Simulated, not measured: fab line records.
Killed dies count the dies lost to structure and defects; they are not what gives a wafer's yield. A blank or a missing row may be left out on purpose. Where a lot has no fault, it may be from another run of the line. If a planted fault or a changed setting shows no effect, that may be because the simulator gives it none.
Commonality check across tools || flow nand harc || 1 lot, 3 wafers sampled

## REASON FOR OPENING
At NHARC_END_SORT_01 the reading killed at periphery is flagged on 1 of 1 lot. No-fault wafers: 3.3, standard deviation 2.3.
Rule: flag the lot when none of its wafers has a number, or when each of its wafers that has one lies beyond 4 standard deviations from that mean. All remaining lots are regarded as sound.

{"lot": "L809", "measured": "day 22 04:27", "on": "prober-01", "killed at periphery, wafer by wafer": "654 651 654", "flag": "FLAGGED"}
On average the flagged lots read 653.0, which is +649.7 against the usual, or +99 or more standard deviations.

## WHICH TOOL RAN EACH LOT
3 process steps preceding the reading are held in the record, out of 1159 steps in the route. Cell contents, in order: the tool; ch with the chambers the sampled wafers went through; the start.
{"lot": "L809", "flag": "FLAGGED", "NHARC_P_M1_ETCH_28": "rie diel-06 ch 0,1,3, day 9 06:26 or earlier", "NHARC_P_M1_DEGAS_29": "pvd sputter-01, day 9 06:26", "NHARC_P_M1_PVD_21": "pvd sputter-01, day 9 06:40"}
What is done by these steps:
- NHARC_P_M1_ETCH_28: etches the open film in CF4/N2, target depth 30 nm, time 72.99 s.
- NHARC_P_M1_DEGAS_29: time 60 s.
- NHARC_P_M1_PVD_21: deposits Cu, target thk 30 nm, time 20.49 s.
- NHARC_END_SORT_01

## FLAGGED AGAINST TOTAL, ONE TOOL AT A TIME (gauges that did the reading follow at the end)
{"step": "NHARC_P_M1_ETCH_28", "tool": "rie diel-06", "lots run": 1, "flagged": 1, "share of the flagged lots": "all", "sound lots run after its first flagged lot": 0}
{"step": "NHARC_P_M1_DEGAS_29", "tool": "pvd sputter-01", "lots run": 1, "flagged": 1, "share of the flagged lots": "all", "sound lots run after its first flagged lot": 0}
{"step": "NHARC_P_M1_PVD_21", "tool": "pvd sputter-01", "lots run": 1, "flagged": 1, "share of the flagged lots": "all", "sound lots run after its first flagged lot": 0}
{"step": "NHARC_END_SORT_01", "tool": "prober-01", "lots run": 1, "flagged": 1, "share of the flagged lots": "all", "sound lots run after its first flagged lot": 0}
With no start given for some of its lots, NHARC_P_M1_ETCH_28 uses the hours and lot order of NHARC_P_M1_DEGAS_29.

## WHAT THE TABLE PERMITS
4 rows of the table ran every flagged lot: rie diel-06 at NHARC_P_M1_ETCH_28, pvd sputter-01 at NHARC_P_M1_DEGAS_29, pvd sputter-01 at NHARC_P_M1_PVD_21, prober-01 at NHARC_END_SORT_01.
- rie diel-06 at NHARC_P_M1_ETCH_28: 1 of its 1 lot flagged. Because this sample shows no sound lot run on it before its first flagged lot, the start cannot be pinned down more closely.
- pvd sputter-01 at NHARC_P_M1_DEGAS_29: 1 of its 1 lot flagged. Because this sample shows no sound lot run on it before its first flagged lot, the start cannot be pinned down more closely.
- pvd sputter-01 at NHARC_P_M1_PVD_21: 1 of its 1 lot flagged. Because this sample shows no sound lot run on it before its first flagged lot, the start cannot be pinned down more closely.
- prober-01 at NHARC_END_SORT_01: 1 of its 1 lot flagged. Because this sample shows no sound lot run on it before its first flagged lot, the start cannot be pinned down more closely.
Counting lots can't tell these 3 tools apart, because each fits a fault that began at some hour. More lots, or a look at what each step does to the wafer, might.

## WHAT HAD BEEN PUT IN BY THE SIMULATOR
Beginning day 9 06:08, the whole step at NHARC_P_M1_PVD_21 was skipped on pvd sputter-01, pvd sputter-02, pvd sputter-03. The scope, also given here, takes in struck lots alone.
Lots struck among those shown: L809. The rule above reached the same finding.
